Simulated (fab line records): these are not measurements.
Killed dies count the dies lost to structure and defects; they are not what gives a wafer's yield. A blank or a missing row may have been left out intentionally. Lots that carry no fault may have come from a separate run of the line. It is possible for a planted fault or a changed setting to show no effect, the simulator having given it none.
Chamber matching / flow n5_finfet / 4 sister chambers for N5_BEOL_M8_ALD_77 on ald_metal-04
The step deposits TaN, target thk 2 nm, pulse time 2 s, purge time 3 s. 14 wafers are shown with their chamber, then 7 later ones without.

== WAFERS WITH THEIR CHAMBER ==
wafer=L074.2; chamber=2; heater_power_w (W)=474; mfc_carrier_sccm (sccm)=1510
wafer=L074.4; chamber=1; heater_power_w (W)=441; mfc_carrier_sccm (sccm)=1497
wafer=L074.5; chamber=3; heater_power_w (W)=420; mfc_carrier_sccm (sccm)=1504
wafer=L075.1; chamber=3; heater_power_w (W)=434; mfc_carrier_sccm (sccm)=1496
wafer=L075.3; chamber=0; heater_power_w (W)=383; mfc_carrier_sccm (sccm)=1500
wafer=L075.5; chamber=0; heater_power_w (W)=381; mfc_carrier_sccm (sccm)=1496
wafer=L076.1; chamber=0; heater_power_w (W)=387; mfc_carrier_sccm (sccm)=1508
wafer=L076.2; chamber=3; heater_power_w (W)=420; mfc_carrier_sccm (sccm)=1499
wafer=L076.6; chamber=2; heater_power_w (W)=476; mfc_carrier_sccm (sccm)=1507
wafer=L084.1; chamber=1; heater_power_w (W)=438; mfc_carrier_sccm (sccm)=1501
wafer=L084.3; chamber=0; heater_power_w (W)=381; mfc_carrier_sccm (sccm)=1504
wafer=L084.6; chamber=2; heater_power_w (W)=468; mfc_carrier_sccm (sccm)=1499
wafer=L085.1; chamber=2; heater_power_w (W)=474; mfc_carrier_sccm (sccm)=1499
wafer=L085.2; chamber=3; heater_power_w (W)=419; mfc_carrier_sccm (sccm)=1501

SIGNATURES (averages over the wafers above)
reading=heater_power_w; chamber 0=383.00; chamber 1=439.50; chamber 2=473.00; chamber 3=423.25; scatter within a chamber=4.68
reading=mfc_carrier_sccm; chamber 0=1502.00; chamber 1=1499.00; chamber 2=1503.75; chamber 3=1500.00; scatter within a chamber=4.66
Rule: for each reading, subtract the chamber's mean from the wafer's reading, divide by that reading's scatter and square the result; add these up over the readings and take the root, which gives the wafer's distance from the chamber. If the next closest chamber is less than 2 further off than the closest, the wafer can't be placed; otherwise it belongs to the closest. The scatter is the square root of a quotient: the sum, over the shown wafers, of each reading's squared deviation from its chamber's mean, divided by wafers minus chambers.

== WAFERS MISSING THEIR CHAMBER ==
wafer=L085.6; heater_power_w (W)=469; mfc_carrier_sccm (sccm)=1498
wafer=L091.1; heater_power_w (W)=416; mfc_carrier_sccm (sccm)=1500
wafer=L091.3; heater_power_w (W)=448; mfc_carrier_sccm (sccm)=1505
wafer=L091.4; heater_power_w (W)=394; mfc_carrier_sccm (sccm)=1504
wafer=L096.4; heater_power_w (W)=460; mfc_carrier_sccm (sccm)=1506
wafer=L096.5; heater_power_w (W)=429; mfc_carrier_sccm (sccm)=1495
wafer=L096.6; heater_power_w (W)=391; mfc_carrier_sccm (sccm)=1497

== THE CHAMBER EACH PASSED THROUGH ==
wafer=L085.6; from the rows above=2; in truth=2
wafer=L091.1; from the rows above=3; in truth=3
wafer=L091.3; from the rows above=1; in truth=1
wafer=L091.4; from the rows above=0; in truth=0
wafer=L096.4; from the rows above=can't be placed: 2 or 1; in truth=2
wafer=L096.5; from the rows above=can't be placed: 3 or 1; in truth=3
wafer=L096.6; from the rows above=0; in truth=0
5 of 7 placed correctly. Not placeable from these rows: 2 (in 2, the candidates include the true chamber). Wrongly placed: 0.
